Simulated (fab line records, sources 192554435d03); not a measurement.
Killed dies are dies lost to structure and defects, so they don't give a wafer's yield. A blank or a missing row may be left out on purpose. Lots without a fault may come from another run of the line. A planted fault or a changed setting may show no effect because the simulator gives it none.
Split-lot experiment | flow n5_finfet | 7 lots, 21 wafers read, on a route of 1938 steps

THE SPLIT
At N5_BEOL_M4_COAT_05 (resist thk 30 nm), the setting spin_rpm was moved away from the recipe's 1500 rpm on 8 of the 21 wafers read, by -8.3% to +7.3%. The other wafers ran this setting at the recipe's value.

FROM THE SPLIT TO THE READING: what the file shows between them, 4 steps
- N5_BEOL_M4_EBR_07
- N5_BEOL_M4_SOFTBAKE_06: time 60 s
- N5_BEOL_M4_EXPOSE_08: exposes mask M4
- N5_BEOL_M4_PEB_09: peb time 60 s

THE READING
CAR-EUV_of_BEOL_M4_COAT_05.thk_nm (the simulator's own value, which no gauge read), in nm, at N5_BEOL_M4_DEVELOP_10 (develop time 30 s). The file gives no usual value for it. The 13 wafers here that ran the recipe average 29.5 nm, standard deviation 0.092 nm.

wafer  | tool, chamber at the split | spin_rpm as run, rpm | against the recipe | CAR-EUV_of_BEOL_M4_COAT_05.thk_nm, nm | against lot-mates on the recipe
L074.1 | litho_track-04, 0          | 1500                 | recipe             | 29.6                                  | -
L074.5 | litho_track-04, 0          | 1500                 | recipe             | 29.6                                  | -
L074.4 | litho_track-04, 0          | 1375                 | -8.3%              | 30.8                                  | +1.2
L080.2 | litho_track-01, 0          | 1500                 | recipe             | 29.6                                  | -
L080.5 | litho_track-01, 0          | 1500                 | recipe             | 29.6                                  | -
L080.4 | litho_track-01, 0          | 1457                 | -2.9%              | 30                                    | +0.4
L081.2 | litho_track-01, 0          | 1500                 | recipe             | 29.6                                  | -
L081.5 | litho_track-01, 0          | 1610                 | +7.3%              | 28.4                                  | -1.2
L081.6 | litho_track-01, 0          | 1610                 | +7.3%              | 28.6                                  | -1.0
L085.3 | litho_track-01, 0          | 1398                 | -6.8%              | 30.6                                  | +1.2
L085.4 | litho_track-01, 0          | 1500                 | recipe             | 29.4                                  | -
L085.6 | litho_track-01, 0          | 1398                 | -6.8%              | 30.4                                  | +1.0
L087.1 | litho_track-01, 0          | 1500                 | recipe             | 29.4                                  | -
L087.2 | litho_track-01, 0          | 1500                 | recipe             | 29.6                                  | -
L087.4 | litho_track-01, 0          | 1500                 | recipe             | 29.6                                  | -
L091.1 | litho_track-05, 0          | 1500                 | recipe             | 29.6                                  | -
L091.2 | litho_track-05, 0          | 1379                 | -8.1%              | 30.8                                  | +1.2
L091.6 | litho_track-05, 0          | 1379                 | -8.1%              | 30.8                                  | +1.2
L095.2 | litho_track-01, 0          | 1500                 | recipe             | 29.6                                  | -
L095.3 | litho_track-01, 0          | 1500                 | recipe             | 29.4                                  | -
L095.6 | litho_track-01, 0          | 1500                 | recipe             | 29.4                                  | -

THE FIT
A straight line over all 21 wafers: CAR-EUV_of_BEOL_M4_COAT_05.thk_nm changes by -0.148 nm for each +1% of spin_rpm; r = -0.99; the points scatter about the line by 0.094 nm.
The same after taking each lot's own level away (the mean of its wafers on the recipe; 21 wafers): -0.151 nm for each +1%; r = -0.99; scatter 0.076 nm.
On that fit, the largest move of spin_rpm shifts the reading by 1.3 nm.
The lots' own levels span 29.40 to 29.60 nm, that is 2.2 times the standard deviation above.
So the lot-to-lot level changes the slope little: the two slopes agree.
Check: with one of the wafers moved furthest among these (-8.3%) left out of the fit, the line predicts +1.27 nm for it against its lot-mates. It came out at +1.2 nm against them.

OTHER SPLITS ON THESE WAFERS
These wafers also went through other splits before the reading. Each is held against what the fit with the lots' levels taken away leaves over:
other split on the same wafers               | wafers away from the commonest value | r with CAR-EUV_of_BEOL_M4_COAT_05.thk_nm (lot level and that fit taken away)
N5_MOL_CONTACT_COAG_EXPOSE_05 dose_mj        | 6                                    | +0.09
N5_MOL_CONTACT_COAG_CONTACT_ETCH_14 source_w | 6                                    | +0.09
N5_MOL_CONTACT_COAG_VIA_ETCH_117 bias_w      | 9                                    | -0.26
N5_BEOL_M0_SAQP_COAT_08 spin_rpm             | 3                                    | +0.06
N5_BEOL_M2_ETCH_70 bias_w                    | 9                                    | -0.06
N5_BEOL_M3_ETCH_70 time_s                    | 10                                   | -0.15
N5_BEOL_M3_TRENCH_ETCH_37 source_w           | 7                                    | -0.36

THE WHOLE CHAIN: every reading that the file lists as answering this split, in the file's order
step                  | what it does      | reading                                                                            | change (the file's fit)               | r (the file's)
N5_BEOL_M4_COAT_05    | resist thk 30 nm  | CAR-EUV_of_BEOL_M4_COAT_05.thk_nm (the simulator's own value, which no gauge read) | -0.144 nm for each +1% of the setting | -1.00
N5_BEOL_M4_DEVELOP_10 | develop time 30 s | CAR-EUV_of_BEOL_M4_COAT_05.thk_nm (the simulator's own value, which no gauge read) | -0.15 nm for each +1% of the setting  | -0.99

THE FILE'S OWN FIT
CAR-EUV_of_BEOL_M4_COAT_05.thk_nm changes by -0.15 nm for each +1% of spin_rpm, r = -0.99.
